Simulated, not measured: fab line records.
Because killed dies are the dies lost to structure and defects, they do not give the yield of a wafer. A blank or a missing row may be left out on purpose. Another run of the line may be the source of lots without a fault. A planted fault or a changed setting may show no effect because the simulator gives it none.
A lot that was struck, set against a sound lot || flow nand_harc || 15 out of 1302 route steps
Sound: these wafers, L288.1, L288.4, L288.5. Struck: wafers L299.4, L299.6. (L299.1 of the same lot was not struck and is left out.) The cause comes at the end.
Order at every step that has rows: each side's tool, ch and its chambers, its first start. Under that, the readings that differ: sound wafers || struck wafers || difference of the means || sigmas: that difference in standard deviations of wafers without a fault.
alike: same words and numbers on both sides, and readings whose means sit less than 2 such deviations apart. not compared: any withheld reading, any reading some wafer has no value for, any bound like >300 that may hide the same value, and any number with overlapping values for which the record gives no deviation.
The two part at a step that has a row with sigmas, a row that says differs or no value, or rows on one side only. Non-overlapping numbers with no deviation appear without sigmas and do not part them. A reading missing from all wafers of one side parts the sides only when that side holds two or more wafers.

NHARC_A_DECK1_JOINT_ETCHBACK_00: etches the open film in HBr, target depth 30 nm, time 17.4 s.
  sound on rie_si-03 ch 2,3, day 12 11:53; struck on rie_si-03 ch 0,2, day 17 04:25
  alike: chamber_pressure_mTorr, drypump_motor_current_A, oes_product_au, throttle_valve_pct
  not compared: rf_hours_counter_h
then, 8 steps without rows for these wafers: NHARC_A_DECK1_JOINT_PRECLEAN_30 (cleans in SC1); NHARC_A_DECK1_JOINT_SRD_31; NHARC_A_DECK1_JOINT_CVD_34 (deposits SiNx, target thk 20 nm); NHARC_A_DECK1_JOINT_DEP_06 (deposits SiOx, target thk 80 nm); NHARC_A_DECK1_JOINT_CURE_26 (time 32 s); NHARC_A_DECK1_JOINT_ANNEAL_27 (time 3600 s); NHARC_A_DECK1_JOINT_ANNEAL_28 (time 1800 s); NHARC_A_DECK1_JOINT_ANNEAL_29 (time 1800 s).
NHARC_A_DECK1_JOINT_CMP_02: polishes SiOx.
  sound on cmp-04 ch 2,3, day 13 16:49; struck on cmp-01 ch 3, day 18 03:28
  alike: motor_current_A
following that, these wafers have no rows for 1 step: NHARC_A_DECK1_JOINT_SRD_15.
NHARC_A_DECK1_JOINT_DEP_16: deposits SiO2, target thk 45 nm.
  sound on pecvd-04 ch 0,1,2, day 13 17:13; struck on pecvd-04 ch 0,2, day 18 03:57
  alike: heater_power_w, susceptor_temp_C, throttle_valve_pct
NHARC_A_DECK1_JOINT_THK_MEAS_17: measures by ellipsometry.
  struck on film_metro-01, day 18 04:10; sound on film_metro-01, day 13 17:29
{"reading": "thk_nm (nm)", "sound": "44.4 44.6 44.4", "struck": "35.8 37.3", "difference": -7.9, "sigmas": -6}
NHARC_A_DECK1_JOINT_INSPECT_05:
  struck on defect_inspect-01, day 18 04:12; sound on defect_inspect-02, day 13 17:31
{"reading": "raw_defect_count", "sound": "457 222 331", "struck": "734 776", "difference": "+418", "sigmas": "+2"}
-- record jumps: 12 days between struck wafers' starts before vs after; left off in module A_DECK1_JOINT, resumes in module END, first step shown is number 1302 of the route --
NHARC_END_SORT_01:
  sound on prober-02 ch 0, day 26 08:25; struck on prober-02 ch 0, day 30 04:32
{"reading": "killed_at_array", "sound": "26 23 30", "struck": "98 107", "difference": "+76", "sigmas": "+4"}
{"reading": "killed_dies", "sound": "34 25 34", "struck": "105 108", "difference": "+76", "sigmas": "+4"}
  alike: killed_at_other, killed_at_periphery, killed_open, killed_short

== WHERE THEY PART ==
First at NHARC_A_DECK1_JOINT_THK_MEAS_17; last, within this record, at NHARC_END_SORT_01.

WHY: the cause the simulator had injected
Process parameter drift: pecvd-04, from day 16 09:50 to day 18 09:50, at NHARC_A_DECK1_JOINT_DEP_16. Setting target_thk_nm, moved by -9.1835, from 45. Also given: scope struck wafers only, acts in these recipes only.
